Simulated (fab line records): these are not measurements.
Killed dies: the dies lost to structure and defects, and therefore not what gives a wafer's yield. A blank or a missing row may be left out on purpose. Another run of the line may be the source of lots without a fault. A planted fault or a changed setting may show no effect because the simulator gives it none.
Which tool is to blame? || flow n5 finfet || 72 wafers from 24 lots sampled at 3 of the route's 1938 steps

== WHAT THE GAUGES READ, wafer by wafer ==
N5_BEOL_M15_THK_MEAS_01.
{"lot": "L074", "measured": "day 11 08:36", "on": "film metro-01", "M15_ILD_THK (nm)": "1645 1679 1642"}
{"lot": "L075", "measured": "day 12 03:46", "on": "film metro-01", "M15_ILD_THK (nm)": "1606 1608 1643"}
{"lot": "L076", "measured": "day 12 06:18", "on": "film metro-01", "M15_ILD_THK (nm)": "1630 1662 1655"}
{"lot": "L078", "measured": "day 12 09:58", "on": "film metro-01", "M15_ILD_THK (nm)": "1611 1622 1657"}
{"lot": "L077", "measured": "day 12 10:00", "on": "film metro-01", "M15_ILD_THK (nm)": "1635 1614 1642"}
{"lot": "L081", "measured": "day 13 21:33", "on": "film metro-01", "M15_ILD_THK (nm)": "1641 1626 1652"}
{"lot": "L080", "measured": "day 13 21:57", "on": "film metro-01", "M15_ILD_THK (nm)": "1592 1615 1610"}
{"lot": "L082", "measured": "day 14 00:54", "on": "film metro-01", "M15_ILD_THK (nm)": "1635 1658 1633"}
{"lot": "L083", "measured": "day 14 22:13", "on": "film metro-01", "M15_ILD_THK (nm)": "1607 1638 1641"}
{"lot": "L084", "measured": "day 14 13:30", "on": "film metro-02", "M15_ILD_THK (nm)": "1598 1643 1651"}
{"lot": "L079", "measured": "day 15 04:14", "on": "film metro-02", "M15_ILD_THK (nm)": "1614 1600 1648"}
{"lot": "L085", "measured": "day 15 18:55", "on": "film metro-01", "M15_ILD_THK (nm)": "1608 1615 1650"}
{"lot": "L087", "measured": "day 15 21:26", "on": "film metro-02", "M15_ILD_THK (nm)": "1628 1655 1650"}
{"lot": "L086", "measured": "day 16 01:03", "on": "film metro-01", "M15_ILD_THK (nm)": "1615 1647 1643"}
{"lot": "L088", "measured": "day 16 07:35", "on": "film metro-01", "M15_ILD_THK (nm)": "1648 1661 1662"}
{"lot": "L089", "measured": "day 16 16:09", "on": "film metro-01", "M15_ILD_THK (nm)": "1603 1650 1607"}
{"lot": "L090", "measured": "day 16 16:58", "on": "film metro-02", "M15_ILD_THK (nm)": "1641 1656 1660"}
{"lot": "L093", "measured": "day 16 19:17", "on": "film metro-02", "M15_ILD_THK (nm)": "1614 1648 1645"}
{"lot": "L091", "measured": "day 16 19:54", "on": "film metro-02", "M15_ILD_THK (nm)": "1634 1656 1640"}
{"lot": "L096", "measured": "day 17 20:50", "on": "film metro-02", "M15_ILD_THK (nm)": "1614 1637 1641"}
{"lot": "L092", "measured": "day 18 01:49", "on": "film metro-02", "M15_ILD_THK (nm)": "1623 1648 1659"}
{"lot": "L094", "measured": "day 18 02:13", "on": "film metro-01", "M15_ILD_THK (nm)": "1631 1621 1628"}
{"lot": "L095", "measured": "day 18 05:05", "on": "film metro-01", "M15_ILD_THK (nm)": "1605 1632 1613"}
{"lot": "L097", "measured": "day 18 05:08", "on": "film metro-02", "M15_ILD_THK (nm)": "1632 1647 1670"}

N5_BEOL_M15_CD_MEAS_28 targets a cd of 407.6 nm.
{"lot": "L074", "measured": "day 11 10:41", "on": "cd sem-02", "cd nm (nm)": "404.1 404.9 407.2"}
{"lot": "L075", "measured": "day 12 06:14", "on": "cd sem-03", "cd nm (nm)": "407.4 408.3 406.8"}
{"lot": "L076", "measured": "day 12 10:56", "on": "cd sem-03", "cd nm (nm)": "406.3 404.9 409.3"}
{"lot": "L078", "measured": "day 12 14:46", "on": "cd sem-01", "cd nm (nm)": "411.0 405.2 407.2"}
{"lot": "L077", "measured": "day 12 15:19", "on": "cd sem-01", "cd nm (nm)": "403.7 408.1 405.0"}
{"lot": "L081", "measured": "day 13 23:35", "on": "cd sem-01", "cd nm (nm)": "406.2 402.8 407.1"}
{"lot": "L080", "measured": "day 14 00:04", "on": "cd sem-01", "cd nm (nm)": "406.3 407.7 407.2"}
{"lot": "L082", "measured": "day 14 02:57", "on": "cd sem-03", "cd nm (nm)": "403.2 408.9 404.6"}
{"lot": "L083", "measured": "day 15 00:07", "on": "cd sem-03", "cd nm (nm)": "407.7 408.3 407.9"}
{"lot": "L084", "measured": "day 14 15:31", "on": "cd sem-02", "cd nm (nm)": "408.7 404.2 404.5"}
{"lot": "L079", "measured": "day 15 06:00", "on": "cd sem-01", "cd nm (nm)": "407.1 408.1 406.8"}
{"lot": "L085", "measured": "day 15 20:41", "on": "cd sem-03", "cd nm (nm)": "402.2 408.0 404.0"}
{"lot": "L087", "measured": "day 15 23:20", "on": "cd sem-02", "cd nm (nm)": "406.6 405.0 405.7"}
{"lot": "L086", "measured": "day 16 02:56", "on": "cd sem-01", "cd nm (nm)": "405.8 408.1 407.8"}
{"lot": "L088", "measured": "day 16 09:21", "on": "cd sem-03", "cd nm (nm)": "403.8 405.9 407.9"}
{"lot": "L089", "measured": "day 16 18:17", "on": "cd sem-01", "cd nm (nm)": "410.5 408.3 408.1"}
{"lot": "L090", "measured": "day 16 18:58", "on": "cd sem-03", "cd nm (nm)": "409.1 407.8 410.4"}
{"lot": "L093", "measured": "day 16 21:18", "on": "cd sem-03", "cd nm (nm)": "409.2 410.4 409.7"}
{"lot": "L091", "measured": "day 16 21:55", "on": "cd sem-02", "cd nm (nm)": "406.8 408.1 409.0"}
{"lot": "L096", "measured": "day 17 22:51", "on": "cd sem-02", "cd nm (nm)": "410.4 409.6 409.8"}
{"lot": "L092", "measured": "day 18 03:52", "on": "cd sem-02", "cd nm (nm)": "405.4 408.3 405.4"}
{"lot": "L094", "measured": "day 18 04:37", "on": "cd sem-01", "cd nm (nm)": "405.8 406.3 404.2"}
{"lot": "L095", "measured": "day 18 07:07", "on": "cd sem-03", "cd nm (nm)": "409.9 411.3 409.1"}
{"lot": "L097", "measured": "day 18 07:35", "on": "cd sem-02", "cd nm (nm)": "406.7 403.8 405.3"}

== EACH LOT AND THE TOOL THAT RAN IT (in order: tool; ch and the chambers of the sampled wafers; start) ==
{"lot": "L074", "N5_BEOL_M14_STRIP_64": "rie diel-04 ch 0,2,3, day 11 08:36 or earlier"}
{"lot": "L075", "N5_BEOL_M14_STRIP_64": "rie diel-01 ch 0,1,3, day 12 03:46 or earlier"}
{"lot": "L076", "N5_BEOL_M14_STRIP_64": "rie diel-04 ch 0,3, day 12 06:18 or earlier"}
{"lot": "L078", "N5_BEOL_M14_STRIP_64": "rie diel-02 ch 1,2, day 12 09:58 or earlier"}
{"lot": "L077", "N5_BEOL_M14_STRIP_64": "rie diel-01 ch 0,1, day 12 10:00 or earlier"}
{"lot": "L081", "N5_BEOL_M14_STRIP_64": "rie diel-01 ch 0,2, day 13 21:33 or earlier"}
{"lot": "L080", "N5_BEOL_M14_STRIP_64": "rie diel-02 ch 1,2,3, day 13 21:57 or earlier"}
{"lot": "L082", "N5_BEOL_M14_STRIP_64": "rie diel-02 ch 2,3, day 14 00:54 or earlier"}
{"lot": "L083", "N5_BEOL_M14_STRIP_64": "rie diel-02 ch 0,1,3, day 14 22:13 or earlier"}
{"lot": "L084", "N5_BEOL_M14_STRIP_64": "rie diel-01 ch 0,2,3, day 14 13:30 or earlier"}
{"lot": "L079", "N5_BEOL_M14_STRIP_64": "rie diel-01 ch 1,2,3, day 15 04:14 or earlier"}
{"lot": "L085", "N5_BEOL_M14_STRIP_64": "rie diel-02 ch 0,1,2, day 15 18:55 or earlier"}
{"lot": "L087", "N5_BEOL_M14_STRIP_64": "rie diel-02 ch 0,1,3, day 15 21:26 or earlier"}
{"lot": "L086", "N5_BEOL_M14_STRIP_64": "rie diel-04 ch 1,2,3, day 16 01:03 or earlier"}
{"lot": "L088", "N5_BEOL_M14_STRIP_64": "rie diel-01 ch 0,1,2, day 16 07:35 or earlier"}
{"lot": "L089", "N5_BEOL_M14_STRIP_64": "rie diel-01 ch 2,3, day 16 16:09 or earlier"}
{"lot": "L090", "N5_BEOL_M14_STRIP_64": "rie diel-01 ch 1,3, day 16 16:58 or earlier"}
{"lot": "L093", "N5_BEOL_M14_STRIP_64": "rie diel-02 ch 1,3, day 16 19:17 or earlier"}
{"lot": "L091", "N5_BEOL_M14_STRIP_64": "rie diel-01 ch 0,1,3, day 16 19:54 or earlier"}
{"lot": "L096", "N5_BEOL_M14_STRIP_64": "rie diel-02 ch 0,1, day 17 20:50 or earlier"}
{"lot": "L092", "N5_BEOL_M14_STRIP_64": "rie diel-02 ch 0,1,3, day 18 01:49 or earlier"}
{"lot": "L094", "N5_BEOL_M14_STRIP_64": "rie diel-01 ch 0,1,2, day 18 02:13 or earlier"}
{"lot": "L095", "N5_BEOL_M14_STRIP_64": "rie diel-01 ch 2,3, day 18 05:05 or earlier"}
{"lot": "L097", "N5_BEOL_M14_STRIP_64": "rie diel-01 ch 1,2,3, day 18 05:08 or earlier"}
- N5_BEOL_M14_STRIP_64: strips in O2.

== AS READ BY THE TOOLS THEMSELVES (means over the sampled wafers that have a number; for cases with no such wafer, the mark the record gives instead) ==
N5_BEOL_M14_STRIP_64.
{"lot": "L074", "tool": "rie diel-04", "drypump motor current A (A)": 5.4, "oes product au (a.u.)": 0.83, "rf vpp V (V)": 3.5, "showerhead plenum p Torr (Torr)": 2.09, "throttle valve pct (%)": 16.52}
{"lot": "L075", "tool": "rie diel-01", "drypump motor current A (A)": 5.8, "oes product au (a.u.)": 0.80, "rf vpp V (V)": 3.3, "showerhead plenum p Torr (Torr)": 2.10, "throttle valve pct (%)": 16.67}
{"lot": "L076", "tool": "rie diel-04", "drypump motor current A (A)": 5.7, "oes product au (a.u.)": 0.82, "rf vpp V (V)": 3.5, "showerhead plenum p Torr (Torr)": 2.09, "throttle valve pct (%)": 16.60}
{"lot": "L078", "tool": "rie diel-02", "drypump motor current A (A)": 5.8, "oes product au (a.u.)": 0.80, "rf vpp V (V)": 3.8, "showerhead plenum p Torr (Torr)": 2.01, "throttle valve pct (%)": 16.70}
{"lot": "L077", "tool": "rie diel-01", "drypump motor current A (A)": 5.8, "oes product au (a.u.)": 0.82, "rf vpp V (V)": 4.0, "showerhead plenum p Torr (Torr)": 2.10, "throttle valve pct (%)": 16.66}
{"lot": "L081", "tool": "rie diel-01", "drypump motor current A (A)": 6.1, "oes product au (a.u.)": 0.77, "rf vpp V (V)": 4.0, "showerhead plenum p Torr (Torr)": 2.05, "throttle valve pct (%)": 16.71}
{"lot": "L080", "tool": "rie diel-02", "drypump motor current A (A)": 5.9, "oes product au (a.u.)": 0.76, "rf vpp V (V)": 3.7, "showerhead plenum p Torr (Torr)": 2.06, "throttle valve pct (%)": 16.65}
{"lot": "L082", "tool": "rie diel-02", "drypump motor current A (A)": 5.8, "oes product au (a.u.)": 0.80, "rf vpp V (V)": 4.0, "showerhead plenum p Torr (Torr)": 2.07, "throttle valve pct (%)": 16.63}
{"lot": "L083", "tool": "rie diel-02", "drypump motor current A (A)": 5.8, "oes product au (a.u.)": 0.71, "rf vpp V (V)": 3.6, "showerhead plenum p Torr (Torr)": 2.07, "throttle valve pct (%)": 16.68}
{"lot": "L084", "tool": "rie diel-01", "drypump motor current A (A)": 6.0, "oes product au (a.u.)": 0.75, "rf vpp V (V)": 3.3, "showerhead plenum p Torr (Torr)": 2.04, "throttle valve pct (%)": 16.72}
{"lot": "L079", "tool": "rie diel-01", "drypump motor current A (A)": 5.6, "oes product au (a.u.)": 0.77, "rf vpp V (V)": 4.0, "showerhead plenum p Torr (Torr)": 2.12, "throttle valve pct (%)": 16.73}
{"lot": "L085", "tool": "rie diel-02", "drypump motor current A (A)": 5.7, "oes product au (a.u.)": 0.73, "rf vpp V (V)": 4.0, "showerhead plenum p Torr (Torr)": 2.01, "throttle valve pct (%)": 16.77}
{"lot": "L087", "tool": "rie diel-02", "drypump motor current A (A)": 5.7, "oes product au (a.u.)": 0.70, "rf vpp V (V)": 4.0, "showerhead plenum p Torr (Torr)": 2.07, "throttle valve pct (%)": 16.70}
{"lot": "L086", "tool": "rie diel-04", "drypump motor current A (A)": 5.2, "oes product au (a.u.)": 0.77, "rf vpp V (V)": 3.8, "showerhead plenum p Torr (Torr)": 2.07, "throttle valve pct (%)": 16.65}
{"lot": "L088", "tool": "rie diel-01", "drypump motor current A (A)": 5.6, "oes product au (a.u.)": 0.77, "rf vpp V (V)": 3.4, "showerhead plenum p Torr (Torr)": 2.11, "throttle valve pct (%)": 16.75}
{"lot": "L089", "tool": "rie diel-01", "drypump motor current A (A)": 6.0, "oes product au (a.u.)": 0.72, "rf vpp V (V)": 3.6, "showerhead plenum p Torr (Torr)": 2.04, "throttle valve pct (%)": 16.75}
{"lot": "L090", "tool": "rie diel-01", "drypump motor current A (A)": 5.4, "oes product au (a.u.)": 0.79, "rf vpp V (V)": 4.0, "showerhead plenum p Torr (Torr)": 2.16, "throttle valve pct (%)": 16.73}
{"lot": "L093", "tool": "rie diel-02", "drypump motor current A (A)": 6.1, "oes product au (a.u.)": 0.70, "rf vpp V (V)": 3.6, "showerhead plenum p Torr (Torr)": 2.04, "throttle valve pct (%)": 16.71}
{"lot": "L091", "tool": "rie diel-01", "drypump motor current A (A)": 5.8, "oes product au (a.u.)": 0.77, "rf vpp V (V)": 3.6, "showerhead plenum p Torr (Torr)": 2.08, "throttle valve pct (%)": 16.73}
{"lot": "L096", "tool": "rie diel-02", "drypump motor current A (A)": 5.5, "oes product au (a.u.)": 0.86, "rf vpp V (V)": 3.1, "showerhead plenum p Torr (Torr)": 2.02, "throttle valve pct (%)": 16.56}
{"lot": "L092", "tool": "rie diel-02", "drypump motor current A (A)": 5.7, "oes product au (a.u.)": 0.78, "rf vpp V (V)": 3.2, "showerhead plenum p Torr (Torr)": 2.06, "throttle valve pct (%)": 16.60}
{"lot": "L094", "tool": "rie diel-01", "drypump motor current A (A)": 5.6, "oes product au (a.u.)": 0.76, "rf vpp V (V)": 3.7, "showerhead plenum p Torr (Torr)": 2.11, "throttle valve pct (%)": 16.77}
{"lot": "L095", "tool": "rie diel-01", "drypump motor current A (A)": 5.8, "oes product au (a.u.)": 0.72, "rf vpp V (V)": 4.0, "showerhead plenum p Torr (Torr)": 2.06, "throttle valve pct (%)": 16.79}
{"lot": "L097", "tool": "rie diel-01", "drypump motor current A (A)": 5.6, "oes product au (a.u.)": 0.75, "rf vpp V (V)": 4.0, "showerhead plenum p Torr (Torr)": 2.11, "throttle valve pct (%)": 16.78}

== THE ANSWER, worked out from the rows above alone ==
Rule: what is usual is taken from the lots themselves. The widest of any qualifying gaps counts: lots, ordered by their means at a reading, are off when they make up no more than a third of the lots, leave a main group of 4 or more, and stand apart from it by 3 or more times the standard deviation of that group's means. The tables above print the reading to a certain number of digits; a main group whose means all agree to those digits is not used. A lot without any number at a reading at which 4 lots or more have one is off too. Any other lot the step has rows for is counted as sound. The gauges are gone through in route order, then the tools' own readings, and for those a lot's mean is taken as printed above. The first step at which some lot is off is used, and at that step the reading that is off furthest; a lot without a number counts as furthest.
No lot is off on any of the readings shown, so nothing can be concluded from this.

== WHAT HAD BEEN PUT IN BY THE SIMULATOR ==
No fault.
